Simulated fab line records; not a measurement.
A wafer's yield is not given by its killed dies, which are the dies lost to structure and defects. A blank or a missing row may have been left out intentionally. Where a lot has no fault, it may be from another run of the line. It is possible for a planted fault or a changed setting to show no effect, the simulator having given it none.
Which tool was responsible? | flow nand-harc | 13 lots, 39 wafers sampled, at 2 steps of a route of 1302

WHAT THE GAUGES READ, wafer by wafer
NHARC_P_BONDPAD_CD_MEAS_09 targets a cd of 500 nm.
lot  | measured     | on        | cd-nm (nm)
L250 | day 7 09:49  | cd-sem-02 | 498.2 498.6 496.5
L251 | day 7 10:08  | cd-sem-01 | 500.0 502.9 502.4
L254 | day 8 10:47  | cd-sem-01 | 497.1 498.5 498.7
L253 | day 8 11:22  | cd-sem-03 | 496.3 496.2 496.2
L255 | day 9 02:05  | cd-sem-01 | 499.2 500.2 499.3
L256 | day 9 14:40  | cd-sem-03 | 501.2 499.7 502.6
L257 | day 10 02:02 | cd-sem-02 | 500.0 500.0 497.7
L263 | day 12 18:16 | cd-sem-02 | 500.8 498.5 499.4
L264 | day 12 19:03 | cd-sem-03 | 498.3 498.6 497.5
L266 | day 13 22:22 | cd-sem-01 | 496.8 497.7 501.2
L269 | day 14 20:10 | cd-sem-02 | 497.6 501.6 499.3
L271 | day 16 02:35 | cd-sem-03 | 497.4 498.7 499.3
L272 | day 16 10:47 | cd-sem-03 | 501.2 499.3 500.6

WHAT TOOL EACH LOT RAN ON (gives the tool, then ch and the chambers of the sampled wafers, and finally the start)
lot  | NHARC_P_M2_PRE_CLEAN_32
L250 | pecvd-04 ch 1,2, day 7 08:08
L251 | pecvd-01 ch 0,1,2, day 7 08:26
L254 | pecvd-04 ch 0,2, day 8 08:56
L253 | pecvd-01 ch 0,2, day 8 09:38
L255 | pecvd-04 ch 0,2, day 9 00:24
L256 | pecvd-01 ch 0,1,2, day 9 12:56
L257 | pecvd-01 ch 0,1, day 10 00:27
L263 | pecvd-03 ch 0,1,2, day 12 16:35
L264 | pecvd-01 ch 0,1,2, day 12 17:20
L266 | pecvd-03 ch 0,1,2, day 13 20:40
L269 | pecvd-03 ch 0,2, day 14 18:34
L271 | pecvd-04 ch 1,2, day 16 00:58
L272 | pecvd-04 ch 0,2, day 16 09:12
- NHARC_P_M2_PRE_CLEAN_32: time 12 s.

WHAT THE TOOLS THEMSELVES READ (means of the sampled wafers that have a number; where no wafer has one, the mark that the record gives instead)
NHARC_P_M2_PRE_CLEAN_32.
lot  | tool     | heater-power-w (W)
L250 | pecvd-04 | 461
L251 | pecvd-01 | 656
L254 | pecvd-04 | 590
L253 | pecvd-01 | 674
L255 | pecvd-04 | 493
L256 | pecvd-01 | 639
L257 | pecvd-01 | 673
L263 | pecvd-03 | 660
L264 | pecvd-01 | 660
L266 | pecvd-03 | 620
L269 | pecvd-03 | 661
L271 | pecvd-04 | 533
L272 | pecvd-04 | 562

THE ANSWER, worked out from the rows above alone
Rule: usual is defined by the lots themselves. The widest of any qualifying gaps counts: lots, ordered by their means at a reading, are off when they make up no more than a third of the lots, leave a main group of 4 or more, and stand apart from it by 3 or more times the standard deviation of that group's means. A main group whose means are all the same, to the digits that the tables above print for the reading, isn't used. A lot without any number at a reading at which 4 lots or more have one is off too. The other lots that the step has rows for count as sound. First the gauges in route order, then the tools' own readings, where a lot's mean is used as printed above. The first step at which some lot is off is used, and at that step the reading that is off furthest; a lot without a number counts as furthest.
Nothing can be told from this: no lot is off at any reading shown.

WHAT THE SIMULATOR HAD PUT IN
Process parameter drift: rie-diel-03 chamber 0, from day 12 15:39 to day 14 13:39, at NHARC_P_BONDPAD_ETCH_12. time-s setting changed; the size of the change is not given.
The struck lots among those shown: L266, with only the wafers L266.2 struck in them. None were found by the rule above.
